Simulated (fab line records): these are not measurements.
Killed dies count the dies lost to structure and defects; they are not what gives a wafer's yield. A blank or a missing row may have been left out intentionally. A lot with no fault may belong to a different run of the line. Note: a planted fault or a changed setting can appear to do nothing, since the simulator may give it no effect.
fab line records	flow n5_finfet
record lots=10	wafers=28	last_day=18
route steps=1938 shown BEOL_M1@792 BEOL_M4@1111 PASSIVATION@1936
lots that met no fault: taken from a fault-free run of the same line
start_h: the number of hours between the record's first day and the start of the first shown wafer of the lot	wait_h: hours elapsed since this lot's preceding step	" repeats the value in the row above	L1.1+2: several wafers, shown together as one row	- either no value or no given start	* or withheld: withheld	< > ~ a bound
route shown NAME@n: names a module that has steps shown in the file, with the first one's number in the route	usual: mean and standard deviation over wafers with no fault	same: alike in all rows	chamber/n: place in a boat	sites: readings site by site	_std_site: standard deviation across them	_edge_site: mean of outer sites minus mean of inner sites	radius_mm: for every site, how far away it sits from the centre of the wafer	mask NAME#n: copy n	behind: the tool/chamber that last shaped the wafer	hold: reason for holding the lot/hours on hold/outcome of the hold	device: names the non-switching transistor (n, p or np)	end of line: the route-end tests of the same wafers	a step without rows: its recipe alone	killed: at the first sort, the dies lost to defects and structure; wafer yield is something else	map: shows each die of a wafer: x if killed, . if not, _ if none is there
set.NAME: setting as actually run; set.NAME@STEP: the setting as run at that earlier step	model.NAME: the simulator's own value behind a step, which no gauge read
steps of the route over a sample of lots; a table a step, a row a wafer
services: the hour from which a tool's chamber was out of use, counted from the record's first day as start_h (under 0 if before that day), plus the number of hours and why
## steps
# step N5_BEOL_M1_ALD_98
# recipe material=SiO2	target_thk_a=25	temp_c=100	ald_precursor_family=BDEAS	ald_co_reactant=O2-plasma	pulse_time_s=1	co_reactant_pulse_time_s=1	purge_time_s=2	co_reactant_purge_time_s=2	ald_cycles=17	pressure_torr=2
# usual heater_power_w=77/7.2	precursor_pulse_height_rel=1.000/0.02
lot.wafer	tool	chamber	start_h	wait_h	heater_power_w	precursor_pulse_height_rel
L574.1	ald_sin-04	2	138.49	0.2	75	0.990
L574.3	"	1	"	"	82	0.995
L574.5	"	0	"	"	84	1.041
L576.1	ald_sin-03	1	149.86	0.1	79	0.998
L576.4	"	0	"	"	84	1.021
L576.5	"	1	"	"	79	0.987
L575.1	ald_sin-04	3	158.84	0.1	72	0.999
L575.5	"	2	"	"	71	1.008
L575.6	"	1	"	"	82	1.010
L577.2	ald_sin-02	1	159.54	0.1	72	0.972
L577.4	"	0	"	"	93	1.012
L577.6	"	2	"	"	77	1.010
L580.2	ald_sin-03	1	173.68	0.2	81	0.995
L580.4	"	0	"	"	87	1.032
L580.5	"	2	"	"	73	1.031
L584.1	ald_sin-03	2	204.34	0.6	70	1.001
L584.3	"	1	"	"	79	1.011
L584.4	"	3	"	"	66	0.988
L587.1	ald_sin-04	2	213.28	0.1	71	0.995
L587.4	"	0	"	"	83	1.009
L591.1	ald_sin-03	1	236.46	0.6	77	0.985
L591.4	"	0	"	"	80	1.020
L594.1	ald_sin-02	0	257.92	0.1	94	1.009
L594.3	"	1	"	"	74	1.014
L594.5	"	0	"	"	92	0.989
L595.2	ald_sin-02	3	266.25	0.2	62	0.978
L595.4	"	0	"	"	94	1.001
L595.6	"	3	"	"	61	0.997
# step N5_BEOL_M1_ETCH_70
# recipe chemistry=N2/H2	target=SOC	target_depth_a=800	overetch_a=160	mask_material=SiARC	temp_c=40	time_s=120	ion_energy_ev=200	pressure_mtorr=30	source_w=840	bias_w=150	n2_flow_sccm=200	h2_flow_sccm=200
# usual bias_w=150.1/0.4	drypump_motor_current_A=5.8/0.48	oes_product_au=0.57/0.058	rf_vpp_V=523.7/2.4	run_length_s=143.5/0.49	showerhead_plenum_p_Torr=2.54/0.084	throttle_valve_pct=17.94/0.25
lot.wafer	tool	chamber	start_h	wait_h	bias_w	drypump_motor_current_A	oes_product_au	rf_hours_counter_h	rf_vpp_V	run_length_s	showerhead_plenum_p_Torr	throttle_valve_pct
L574.1	rie_diel-04	0	144.46	0.0	150.7	6.1	0.56	170	523.8	144.2	2.53	17.81
L574.3	"	2	"	"	150.1	5.5	0.58	158	527.5	143.5	2.65	17.82
L574.5	"	3	"	"	150.3	5.7	0.54	-	519.9	143.3	2.40	18.13
L576.1	rie_diel-05	3	151.34	0.0	150.4	5.6	0.56	192	523.7	144.3	2.52	18.26
L576.4	"	2	"	"	149.3	5.5	0.54	234	524.1	143.9	2.51	17.91
L576.5	"	0	"	"	149.7	5.4	0.53	-	522.7	143.3	2.52	17.96
L575.1	rie_diel-02	1	160.94	0.0	151.1	5.9	0.76	1	527.9	142.5	2.73	17.43
L575.5	"	0	"	"	150.3	6.1	0.55	-	524.1	143.5	2.52	18.28
L575.6	"	1	"	"	150.7	5.9	0.75	-	528.6	142.6	2.73	17.44
L577.2	rie_diel-04	2	166.33	0.0	150.1	5.5	0.58	164	525.6	143.5	2.64	17.83
L577.4	"	3	"	"	149.2	5.6	0.54	236	519.4	143.4	2.40	18.14
L577.6	"	1	"	"	149.4	6.6	0.58	-	521.7	143.5	2.44	18.02
L580.2	rie_diel-05	1	202.10	0.0	151.4	6.7	0.53	212	523.4	143.6	2.51	18.05
L580.4	"	3	"	"	149.9	5.6	0.55	204	524.2	143.9	2.52	18.29
L580.5	"	0	"	"	150.2	5.4	0.53	-	524.3	143.4	2.52	17.98
L584.1	rie_diel-05	2	207.97	0.0	150.3	5.5	0.53	249	522.6	143.9	2.50	17.95
L584.3	"	3	"	"	150.0	5.6	0.55	206	524.7	143.9	2.52	18.29
L584.4	"	1	"	"	149.8	6.7	0.53	214	523.4	143.7	2.51	18.04
L587.1	rie_diel-04	3	230.25	0.0	-	5.7	0.88	1	528.7	127.8	2.71	17.74
L587.4	"	2	"	"	-	5.5	0.66	185	526.7	128.3	2.63	17.85
L591.1	rie_diel-04	0	250.30	0.0	-	6.1	0.62	204	524.0	127.8	2.51	17.86
L591.4	"	2	"	"	-	5.5	0.66	190	526.0	127.7	2.63	17.87
L594.1	rie_diel-02	3	259.58	0.0	150.1	4.8	0.55	211	522.8	143.9	2.52	18.10
L594.3	"	1	"	"	149.9	5.9	0.69	32	528.8	142.4	2.71	17.49
L594.5	"	1	"	"	149.9	5.9	0.69	-	528.8	142.7	2.71	17.49
L595.2	rie_diel-02	1	267.91	0.0	149.6	5.9	0.68	34	527.8	142.4	2.71	17.49
L595.4	"	0	"	"	149.5	6.0	0.53	-	523.1	143.3	2.51	18.35
L595.6	"	1	"	"	149.5	5.9	0.68	-	527.9	142.6	2.71	17.50
# step N5_BEOL_M1_STRIP_36
# recipe chemistry=N2/H2	power_w=450	temp_c=40	pressure_mtorr=20	rf_frequency_hz=6e+07	overash_fraction=0.3	bias_power_w=7	h2_frac=0.5	n2_flow_sccm=200	h2_flow_sccm=200
# usual drypump_motor_current_A=5.8/0.48	oes_product_au=0.75/0.079	rf_vpp_V=59.3/1.6	showerhead_plenum_p_Torr=2.53/0.084	throttle_valve_pct=23.73/0.26
lot.wafer	tool	chamber	start_h	wait_h	drypump_motor_current_A	oes_product_au	rf_hours_counter_h	rf_vpp_V	showerhead_plenum_p_Torr	throttle_valve_pct
L574.1	rie_diel-04	0	144.62	0.0	6.1	0.73	170	57.0	2.52	23.47
L574.3	"	2	"	"	5.5	0.77	158	61.6	2.64	23.55
L574.5	"	3	"	"	5.6	0.70	-	59.6	2.40	23.86
L576.1	rie_diel-05	3	151.50	0.0	5.6	0.72	192	58.1	2.52	24.01
L576.4	"	2	"	"	5.5	0.71	234	58.7	2.50	23.76
L576.5	"	0	"	"	5.4	0.68	-	60.8	2.52	23.71
L575.1	rie_diel-02	1	161.10	0.0	5.9	0.99	1	61.3	2.72	23.31
L575.5	"	0	"	"	5.9	0.72	-	60.5	2.51	24.18
L575.6	"	1	"	"	5.9	0.98	-	63.2	2.72	23.28
L577.2	rie_diel-04	2	166.49	0.0	5.5	0.76	164	61.5	2.64	23.58
L577.4	"	3	"	"	5.6	0.69	236	59.5	2.39	23.87
L577.6	"	1	"	"	6.6	0.77	-	59.5	2.44	23.98
L580.2	rie_diel-05	1	202.27	0.0	6.8	0.70	212	59.9	2.51	23.84
L580.4	"	3	"	"	5.6	0.72	204	57.5	2.51	24.03
L580.5	"	0	"	"	5.4	0.69	-	58.1	2.51	23.73
L584.1	rie_diel-05	2	208.13	0.0	5.5	0.69	249	57.0	2.50	23.78
L584.3	"	3	"	"	5.6	0.72	206	57.3	2.51	24.03
L584.4	"	1	"	"	6.7	0.70	214	60.5	2.51	23.83
L587.1	rie_diel-04	3	230.41	0.0	5.6	1.00	1	60.3	2.71	23.53
L587.4	"	2	"	"	5.5	0.73	185	58.6	2.63	23.61
L591.1	rie_diel-04	0	250.46	0.0	6.1	0.69	204	57.9	2.51	23.51
L591.4	"	2	"	"	5.5	0.73	190	60.0	2.63	23.63
L594.1	rie_diel-02	3	259.74	0.0	4.8	0.71	211	57.2	2.52	23.90
L594.3	"	1	"	"	5.9	0.91	32	59.4	2.71	23.33
L594.5	"	1	"	"	5.9	0.90	-	62.2	2.71	23.31
L595.2	rie_diel-02	1	268.07	0.0	5.9	0.89	34	58.7	2.71	23.35
L595.4	"	0	"	"	6.0	0.69	-	57.5	2.50	24.23
L595.6	"	1	"	"	5.9	0.90	-	61.8	2.71	23.32
# step N5_BEOL_M1_OCD_MEAS_38
# usual trench_depth_nm=55.0/0.75
lot.wafer	tool	chamber	start_h	wait_h	trench_depth_nm
L574.1	ocd-01	-	144.81	-	55.6
L574.3	"	-	"	"	54.9
L574.5	"	-	"	"	55.5
L576.1	ocd-02	-	151.69	-	53.8
L576.4	"	-	"	"	54.7
L576.5	"	-	"	"	54.8
L575.1	ocd-02	-	161.30	-	55.0
L575.5	"	-	"	"	53.9
L575.6	"	-	"	"	55.1
L577.2	ocd-02	-	166.69	-	55.2
L577.4	"	-	"	"	55.7
L577.6	"	-	"	"	56.1
L580.2	ocd-02	-	202.46	-	54.9
L580.4	"	-	"	"	53.2
L580.5	"	-	"	"	54.2
L584.1	ocd-01	-	208.33	-	54.3
L584.3	"	-	"	"	54.0
L584.4	"	-	"	"	56.5
L587.1	ocd-02	-	230.61	-	56.6
L587.4	"	-	"	"	55.8
L591.1	ocd-02	-	250.65	-	53.9
L591.4	"	-	"	"	54.4
L594.1	ocd-01	-	259.93	-	54.9
L594.3	"	-	"	"	55.2
L594.5	"	-	"	"	56.0
L595.2	ocd-01	-	268.27	-	55.2
L595.4	"	-	"	"	54.2
L595.6	"	-	"	"	54.8
# step N5_BEOL_M4_RC_MEAS_101
# usual DIBL_N=36.3/1.2	DIBL_P=36.3/1.4	IOFF_N=0.157/0.02	IOFF_P=0.22/0.033	ION_N=675/9.6	ION_P=465/8.2	SS_N=71.4/0.45	SS_P=73.3/0.54	VT_N=249.8/2.5	VT_P=-249/3.2
lot.wafer	tool	chamber	start_h	wait_h	DIBL_N[mV/V]	DIBL_P[mV/V]	IOFF_N[nA/um]	IOFF_P[nA/um]	ION_N[uA/um]	ION_P[uA/um]	SS_N[mV/dec]	SS_P[mV/dec]	VT_N[mV]	VT_P[mV]
L574.1	prober-01	0	187.88	0.0	34.6	34.8	0.128	0.16	665	455	71.2	72.0	251.3	-256
L574.3	"	0	"	"	35.1	34.9	0.132	0.17	662	453	71.7	72.3	251.7	-253
L574.5	"	0	"	"	35.3	35.1	0.137	0.17	668	455	71.2	71.9	253.9	-254
L576.1	prober-01	0	209.08	0.0	36.7	36.7	0.185	0.25	695	475	72.2	73.9	247.5	-249
L576.4	"	0	"	"	36.6	36.2	0.163	0.23	679	466	71.9	72.6	250.2	-249
L576.5	"	0	"	"	36.4	36.4	0.179	0.25	695	477	71.0	72.6	246.5	-246
L575.1	prober-01	0	215.64	0.0	36.5	35.2	0.145	0.20	677	465	71.7	73.1	253.5	-251
L575.5	"	0	"	"	37.5	37.4	0.176	0.24	690	477	71.7	73.4	246.0	-247
L575.6	"	0	"	"	36.6	34.6	0.138	0.19	674	460	71.2	73.4	252.7	-251
L577.2	prober-02	0	231.51	0.2	37.3	37.8	0.178	0.22	683	471	72.2	72.9	244.7	-250
L577.4	"	0	"	"	37.8	38.3	0.186	0.24	679	472	72.5	73.4	248.3	-250
L577.6	"	0	"	"	36.0	35.7	0.139	0.19	670	463	71.3	72.7	251.5	-252
L580.2	prober-01	0	248.07	0.2	37.8	36.3	0.164	0.23	671	462	72.0	73.7	251.0	-246
L580.4	"	0	"	"	37.8	36.7	0.176	0.25	688	474	71.1	73.4	247.2	-245
L580.5	"	0	"	"	37.6	35.7	0.170	0.23	684	472	71.6	73.5	248.2	-247
L584.1	prober-01	0	269.43	0.0	37.2	37.3	0.182	0.25	680	475	71.3	73.5	248.5	-246
L584.3	"	0	"	"	35.8	36.4	0.173	0.24	680	472	71.3	73.9	249.2	-245
L584.4	"	0	"	"	36.2	36.6	0.173	0.23	677	465	71.1	72.8	247.7	-246
L587.1	prober-02	0	284.71	0.0	36.3	36.0	0.133	0.20	666	461	71.5	72.2	254.8	-251
L587.4	"	0	"	"	37.1	36.6	0.149	0.21	677	464	71.6	72.6	251.3	-247
L591.1	prober-02	0	300.57	0.2	35.0	35.5	0.126	0.18	653	459	70.5	72.8	254.0	-251
L591.4	"	0	"	"	35.4	36.4	0.127	0.19	661	460	71.3	73.2	254.7	-251
L594.1	prober-01	0	307.20	0.0	35.7	36.1	0.147	0.25	673	469	71.2	73.3	249.2	-246
L594.3	"	0	"	"	37.4	37.9	0.182	0.28	675	473	71.5	74.0	246.1	-245
L594.5	"	0	"	"	36.5	36.6	0.170	0.26	667	464	71.8	73.9	247.4	-246
L595.2	prober-02	0	331.82	0.2	38.2	39.2	0.187	0.29	688	471	71.6	74.1	249.0	-242
L595.4	"	0	"	"	34.8	34.9	0.119	0.20	665	470	70.4	72.6	251.8	-248
L595.6	"	0	"	"	39.5	40.7	0.208	0.34	685	478	71.7	74.1	247.2	-243
# step N5_PASSIVATION_PROBE_49
# usual defect_limited_yield=91.1/1.4	killed_at_M0_to_M3=33/10	killed_at_M4_up=15/5.8	killed_at_contacts=13/5.9	killed_at_front_end=39/11	killed_at_other=4/3.6	killed_dies=105/16	killed_open=68/11	killed_short=34/7.8	sort_bin_5_function=5.2/0.88	sort_bin_6_memory=3.3/0.61	sort_n_pass=1075/16	sort_yield_pct=91.1/1.4
# same gross_dies=1180	killed_at_back_side=0	sort_bin_4_leakage[%]=0	sort_bin_8_speed[%]=0
lot.wafer	tool	chamber	start_h	wait_h	defect_limited_yield[%]	killed_at_M0_to_M3	killed_at_M4_up	killed_at_contacts	killed_at_front_end	killed_at_other	killed_dies	killed_open	killed_short	sort_bin_5_function[%]	sort_bin_6_memory[%]	sort_n_pass	sort_yield_pct[%]
L574.1	prober-01	-	291.11	0.0	88.8	33	11	21	63	4	132	85	41	6.6	4.3	1048	88.8
L574.3	prober-01	-	291.21	0.1	88.7	26	19	16	71	1	133	85	41	7.2	3.5	1047	88.7
L574.5	prober-01	-	291.31	0.2	90.1	35	16	4	56	6	117	68	40	5.3	3.8	1063	90.1
L576.1	prober-01	-	300.80	0.0	91.3	24	14	17	36	12	103	67	33	6.4	2.1	1077	91.3
L576.4	prober-01	-	300.95	0.2	92.1	32	17	11	31	2	93	68	25	5.6	1.7	1087	92.1
L576.5	prober-01	-	301.00	0.2	90.8	40	17	12	28	11	108	70	35	5.3	3.8	1072	90.8
L575.1	prober-01	-	311.08	0.0	89.7	57	18	5	35	6	121	78	35	6.4	3.1	1059	89.7
L575.5	prober-01	-	311.28	0.2	91.3	37	17	7	39	3	103	67	32	4.9	3.6	1077	91.3
L575.6	prober-01	-	311.33	0.3	91.0	30	13	21	42	0	106	82	23	5.2	3.5	1074	91.0
L577.2	prober-01	-	340.70	0.1	92.1	11	8	19	51	4	93	63	28	3.9	3.6	1087	92.1
L577.4	prober-01	-	340.80	0.2	90.7	30	10	15	49	6	110	70	38	5.7	3.2	1070	90.7
L577.6	prober-01	-	340.90	0.3	89.6	35	19	17	46	6	123	87	33	6.1	4.0	1057	89.6
L580.2	prober-02	-	356.40	0.1	92.0	32	9	16	30	7	94	65	27	4.8	2.8	1086	92.0
L580.4	prober-02	-	356.50	0.2	90.1	43	13	9	48	4	117	77	39	6.1	3.6	1063	90.1
L580.5	prober-02	-	356.55	0.2	91.7	24	10	14	45	5	98	67	29	5.3	2.8	1082	91.7
L584.1	prober-02	-	371.76	0.0	90.5	42	8	14	33	15	112	64	45	5.5	3.5	1068	90.5
L584.3	prober-02	-	371.86	0.1	90.3	33	17	10	47	7	114	74	36	5.4	3.7	1066	90.3
L584.4	prober-02	-	371.91	0.2	89.0	51	17	8	46	8	130	82	47	6.5	4.2	1050	89.0
L587.1	prober-02	-	385.70	0.0	91.3	37	12	15	37	2	103	71	31	4.7	3.7	1077	91.3
L587.4	prober-02	-	385.85	0.2	90.1	25	19	15	58	0	117	84	29	5.6	4.0	1063	90.1
L591.1	prober-02	-	408.41	0.0	89.5	44	11	18	49	2	124	80	44	6.8	3.2	1056	89.5
L591.4	prober-02	-	408.56	0.2	90.8	42	12	10	43	1	108	69	39	5.3	3.4	1072	90.8
L594.1	prober-01	-	408.41	0.0	94.3	28	3	5	26	5	67	38	28	3.7	1.7	1113	94.3
L594.3	prober-01	-	408.51	0.1	91.4	43	10	9	39	1	102	70	31	5.3	3.2	1078	91.4
L594.5	prober-01	-	408.61	0.2	92.6	41	8	3	34	1	87	57	24	4.5	2.8	1093	92.6
L595.2	prober-02	-	440.45	0.1	94.1	32	12	4	17	5	70	42	27	3.5	2.5	1110	94.1
L595.4	prober-02	-	440.55	0.2	91.4	34	21	10	26	11	102	80	22	5.1	3.2	1078	91.4
L595.6	prober-02	-	440.65	0.3	92.7	20	24	8	29	5	86	57	25	4.2	2.9	1094	92.7
# killed by level:class
L574.1 FIN_SAQP:geometric_particle:open=14 FIN_SAQP:geometric_particle:short=13 MOL_CONTACT_COAG:geometric_particle:open=13 BEOL_M3:geometric_particle:open=10 STI_FIN_REVEAL:geometric_particle:open=8 DUMMY_GATE:geometric_particle:open=8 GATE_CUT:geometric_particle:short=6 MOL_CONTACT_COAG:geometric_particle:short=6
L574.3 STI_FIN_REVEAL:geometric_particle:open=18 MOL_CONTACT_COAG:geometric_particle:open=14 FIN_SAQP:geometric_particle:short=10 FIN_SAQP:geometric_particle:open=7 GATE_CUT:geometric_particle:open=7 BEOL_M1:geometric_particle:open=7 BEOL_M4:geometric_particle:open=6 DUMMY_GATE:geometric_particle:open=4
L574.5 FIN_SAQP:geometric_particle:open=13 BEOL_M4:geometric_particle:open=11 FIN_SAQP:geometric_particle:short=10 STI_FIN_REVEAL:geometric_particle:open=10 BEOL_M0_SAQP:geometric_particle:short=8 BEOL_M3:geometric_particle:open=8 GATE_CUT:geometric_particle:short=6 BEOL_M1:geometric_particle:open=6
L576.1 MOL_CONTACT_COAG:geometric_particle:open=13 BEOL_M2:geometric_particle:open=7 FIN_SAQP:geometric_particle:open=6 STARTING-WAFER:geometric_particle:open=6 STI_FIN_REVEAL:geometric_particle:open=5 FIN_SAQP:geometric_particle:short=4 GATE_CUT:geometric_particle:short=4 BEOL_M0_SAQP:geometric_particle:open=4
L576.4 MOL_CONTACT_COAG:geometric_particle:open=11 FIN_SAQP:geometric_particle:open=8 BEOL_M0_SAQP:geometric_particle:open=7 BEOL_M1:geometric_particle:open=7 BEOL_M0_SAQP:geometric_particle:short=6 BEOL_M4:geometric_particle:open=6 STARTING-WAFER:geometric_particle:short=5 STARTING-WAFER:geometric_particle:open=5
L576.5 BEOL_M1:geometric_particle:open=12 FIN_SAQP:geometric_particle:open=9 MOL_CONTACT_COAG:geometric_particle:open=9 BEOL_M4:geometric_particle:open=9 FIN_SAQP:geometric_particle:short=7 BEOL_M0_SAQP:geometric_particle:open=7 BEOL_M0_SAQP:geometric_particle:short=5 BEOL_M1:geometric_particle:short=5
L575.1 BEOL_M2:geometric_particle:open=15 BEOL_M0_SAQP:geometric_particle:open=14 STI_FIN_REVEAL:geometric_particle:open=9 BEOL_M0_SAQP:geometric_particle:short=9 FIN_SAQP:geometric_particle:open=6 BEOL_M1:geometric_particle:open=5 BEOL_M5:geometric_particle:open=5 DUMMY_GATE:geometric_particle:open=4
L575.5 STI_FIN_REVEAL:geometric_particle:open=14 BEOL_M0_SAQP:geometric_particle:open=9 BEOL_M1:geometric_particle:open=8 STI_FIN_REVEAL:geometric_particle:short=7 MOL_CONTACT_COAG:geometric_particle:open=6 BEOL_M0_SAQP:geometric_particle:short=6 BEOL_M4:geometric_particle:open=6 FIN_SAQP:geometric_particle:open=5
L575.6 STI_FIN_REVEAL:geometric_particle:open=22 MOL_CONTACT_COAG:geometric_particle:open=17 FIN_SAQP:geometric_particle:open=7 BEOL_M1:geometric_particle:open=6 BEOL_M3:geometric_particle:open=6 BEOL_M0_SAQP:geometric_particle:open=5 FIN_SAQP:geometric_particle:short=4 MOL_CONTACT_COAG:geometric_particle:short=4
L577.2 FIN_SAQP:geometric_particle:open=17 MOL_CONTACT_COAG:geometric_particle:open=16 FIN_SAQP:geometric_particle:short=13 BEOL_M0_SAQP:geometric_particle:open=5 STARTING-WAFER:geometric_particle:open=5 GATE_CUT:geometric_particle:short=3 MOL_CONTACT_COAG:geometric_particle:short=3 STI_FIN_REVEAL:geometric_particle:open=2
L577.4 FIN_SAQP:geometric_particle:open=13 FIN_SAQP:geometric_particle:short=9 MOL_CONTACT_COAG:geometric_particle:open=9 BEOL_M2:geometric_particle:open=7 BEOL_M3:geometric_particle:open=7 STI_FIN_REVEAL:geometric_particle:open=5 DUMMY_GATE:geometric_particle:open=5 MOL_CONTACT_COAG:geometric_particle:short=5
L577.6 MOL_CONTACT_COAG:geometric_particle:open=12 GATE_CUT:geometric_particle:short=10 FIN_SAQP:geometric_particle:open=8 BEOL_M5:geometric_particle:open=8 BEOL_M3:geometric_particle:open=7 STI_FIN_REVEAL:geometric_particle:open=6 BEOL_M0_SAQP:geometric_particle:open=6 MOL_CONTACT_COAG:geometric_particle:short=5
L580.2 MOL_CONTACT_COAG:geometric_particle:open=13 BEOL_M2:geometric_particle:open=9 FIN_SAQP:geometric_particle:open=7 BEOL_M1:geometric_particle:open=7 FIN_SAQP:geometric_particle:short=5 BEOL_M0_SAQP:geometric_particle:short=4 STI_FIN_REVEAL:geometric_particle:open=3 BEOL_M0:geometric_particle:open=3
L580.4 BEOL_M2:geometric_particle:open=13 FIN_SAQP:geometric_particle:open=11 BEOL_M0_SAQP:geometric_particle:short=11 MOL_CONTACT_COAG:geometric_particle:open=8 BEOL_M0_SAQP:geometric_particle:open=8 DUMMY_GATE:geometric_particle:open=7 STI_FIN_REVEAL:geometric_particle:short=7 STI_FIN_REVEAL:geometric_particle:open=6
L580.5 FIN_SAQP:geometric_particle:open=13 STI_FIN_REVEAL:geometric_particle:open=10 MOL_CONTACT_COAG:geometric_particle:open=9 BEOL_M1:geometric_particle:open=8 FIN_SAQP:geometric_particle:short=6 MOL_CONTACT_COAG:geometric_particle:short=5 DUMMY_GATE:geometric_particle:open=4 STI_FIN_REVEAL:geometric_particle:short=3
L584.1 MOL_CONTACT_COAG:geometric_particle:open=11 BEOL_M0_SAQP:geometric_particle:short=10 FIN_SAQP:geometric_particle:open=8 BEOL_M3:geometric_particle:open=8 BEOL_M0_SAQP:geometric_particle:open=6 BEOL_M3:geometric_particle:short=6 FIN_SAQP:geometric_particle:short=5 STARTING-WAFER:geometric_particle:short=5
L584.3 FIN_SAQP:geometric_particle:open=16 FIN_SAQP:geometric_particle:short=7 BEOL_M0_SAQP:geometric_particle:open=7 BEOL_M0_SAQP:geometric_particle:short=7 BEOL_M3:geometric_particle:open=7 STI_FIN_REVEAL:geometric_particle:open=6 MOL_CONTACT_COAG:geometric_particle:open=6 DUMMY_GATE:geometric_particle:open=5
L584.4 FIN_SAQP:geometric_particle:short=15 BEOL_M3:geometric_particle:open=13 BEOL_M0_SAQP:geometric_particle:short=13 BEOL_M0_SAQP:geometric_particle:open=13 FIN_SAQP:geometric_particle:open=10 MOL_CONTACT_COAG:geometric_particle:open=8 DUMMY_GATE:geometric_particle:open=6 PAD_METAL:geometric_particle:open=4
L587.1 MOL_CONTACT_COAG:geometric_particle:open=11 BEOL_M2:geometric_particle:open=10 GATE_CUT:geometric_particle:short=7 BEOL_M1:geometric_particle:open=6 BEOL_M3:geometric_particle:open=6 BEOL_M4:geometric_particle:open=6 FIN_SAQP:geometric_particle:short=5 BEOL_M0_SAQP:geometric_particle:open=5
L587.4 STI_FIN_REVEAL:geometric_particle:open=19 MOL_CONTACT_COAG:geometric_particle:open=13 BEOL_M1:geometric_particle:open=8 GATE_CUT:geometric_particle:short=7 DUMMY_GATE:geometric_particle:open=6 STI_FIN_REVEAL:geometric_particle:short=4 BEOL_M0_SAQP:geometric_particle:open=4 STARTING-WAFER:geometric_particle:open=4
L591.1 FIN_SAQP:geometric_particle:open=23 BEOL_M3:geometric_particle:open=12 MOL_CONTACT_COAG:geometric_particle:open=11 BEOL_M0_SAQP:geometric_particle:open=8 MOL_CONTACT_COAG:geometric_particle:short=7 BEOL_M2:geometric_particle:open=7 BEOL_M0_SAQP:geometric_particle:short=7 STI_FIN_REVEAL:geometric_particle:open=6
L594.1 BEOL_M2:geometric_particle:open=7 BEOL_M3:geometric_particle:open=6 FIN_SAQP:geometric_particle:open=5 STI_FIN_REVEAL:geometric_particle:open=5 STI_FIN_REVEAL:geometric_particle:short=4 BEOL_M0_SAQP:geometric_particle:open=4 BEOL_M1:geometric_particle:short=4 MOL_CONTACT_COAG:geometric_particle:open=3
L594.3 BEOL_M0_SAQP:geometric_particle:open=12 STI_FIN_REVEAL:geometric_particle:open=10 BEOL_M0_SAQP:geometric_particle:short=10 BEOL_M3:geometric_particle:open=8 MOL_CONTACT_COAG:geometric_particle:open=7 BEOL_M2:geometric_particle:open=5 ILD0:geometric_particle:open=5 DUMMY_GATE:geometric_particle:open=4
L591.4 FIN_SAQP:geometric_particle:open=11 BEOL_M3:geometric_particle:open=11 FIN_SAQP:geometric_particle:short=10 BEOL_M1:geometric_particle:open=10 GATE_CUT:geometric_particle:short=7 BEOL_M0_SAQP:geometric_particle:short=7 MOL_CONTACT_COAG:geometric_particle:open=6 BEOL_M0_SAQP:geometric_particle:open=6
L594.5 BEOL_M0_SAQP:geometric_particle:open=11 FIN_SAQP:geometric_particle:open=10 BEOL_M2:geometric_particle:open=8 BEOL_M0_SAQP:geometric_particle:short=5 BEOL_M2:geometric_particle:short=5 GATE_CUT:geometric_particle:open=4 BEOL_M1:geometric_particle:open=4 PMOS_HMC_CHANNEL_EPI:coat_microbubble_printed=4
L595.2 BEOL_M0_SAQP:geometric_particle:open=7 BEOL_M0_SAQP:geometric_particle:short=6 BEOL_M0:geometric_particle:open=5 BEOL_M1:geometric_particle:open=5 BEOL_M3:geometric_particle:short=4 BEOL_M5:geometric_particle:open=4 FIN_SAQP:geometric_particle:short=3 GATE_CUT:geometric_particle:short=3
L595.4 BEOL_M6:geometric_particle:open=10 MOL_CONTACT_COAG:geometric_particle:open=9 BEOL_M4:geometric_particle:open=8 MIM_TOP_ETCH:geometric_particle:open=7 BEOL_M1:geometric_particle:open=7 STI_FIN_REVEAL:geometric_particle:open=6 BEOL_M0_SAQP:geometric_particle:open=6 BEOL_M0:geometric_particle:open=6
L595.6 BEOL_M4:geometric_particle:open=12 STI_FIN_REVEAL:geometric_particle:open=9 MOL_CONTACT_COAG:geometric_particle:open=7 BEOL_M1:geometric_particle:open=6 BEOL_M0_SAQP:geometric_particle:open=5 FIN_SAQP:geometric_particle:short=4 STARTING-WAFER:geometric_particle:short=4 FIN_SAQP:geometric_particle:open=3
## services
tool	chamber	start_h	hours	kind
rie_diel-02	1	137.73	-	clean
rie_diel-02	1	137.73	-	consumable_replace:focus_ring
rie_diel-02	1	137.73	-	consumable_replace:showerhead
rie_diel-02	-	139.51	0.9	repair
ald_sin-03	-	176.81	14.0	pm
rie_diel-02	0	202.66	7.8	repair
rie_diel-02	2	206.69	6.6	repair
rie_diel-05	2	209.91	-	clean
rie_diel-05	2	209.91	-	consumable_replace:focus_ring
rie_diel-05	2	209.91	14.9	scheduled_down
rie_diel-04	3	210.24	-	clean
rie_diel-04	3	210.24	-	consumable_replace:focus_ring
rie_diel-04	3	210.24	-	consumable_replace:showerhead
rie_diel-04	3	210.24	16.8	scheduled_down
rie_diel-04	3	210.24	16.8	vent_cycle
ald_sin-02	3	212.69	12.1	repair
ald_sin-02	1	221.04	5.6	repair
ald_sin-02	2	226.91	10.4	repair
ald_sin-03	1	227.38	3.0	repair
ald_sin-04	2	234.21	14.3	repair
ald_sin-02	0	253.08	4.4	repair
ald_sin-02	2	264.60	10.1	repair
rie_diel-02	3	267.45	4.0	repair
ald_sin-04	3	267.92	3.5	repair
## key
first_sign step=N5_BEOL_M1_ETCH_70	reading=run_length_s	direction=down	sigmas=32	usual=*	struck=*
effect step=N5_BEOL_M1_ETCH_70	reading=oes_product_au	direction=up	sigmas=2.3	usual=0.57	struck=0.71
met_at N5_BEOL_M1_ETCH_70
struck_lots L587,L591
struck_wafers L587.1,L587.4,L591.1,L591.4
not_acting_at N5_BEOL_M1_ALD_98,N5_BEOL_M1_STRIP_36,N5_BEOL_M1_OCD_MEAS_38
onset_between 166.33 230.25
fault kind=process_parameter_drift	tool=rie_diel-04	chamber=-	onset_h=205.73	steps=N5_BEOL_M1_ETCH_70	channel=time_s	offset=*	shape=step	end_h=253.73	scope=struck_wafers_only	acts_in=*	stated=*
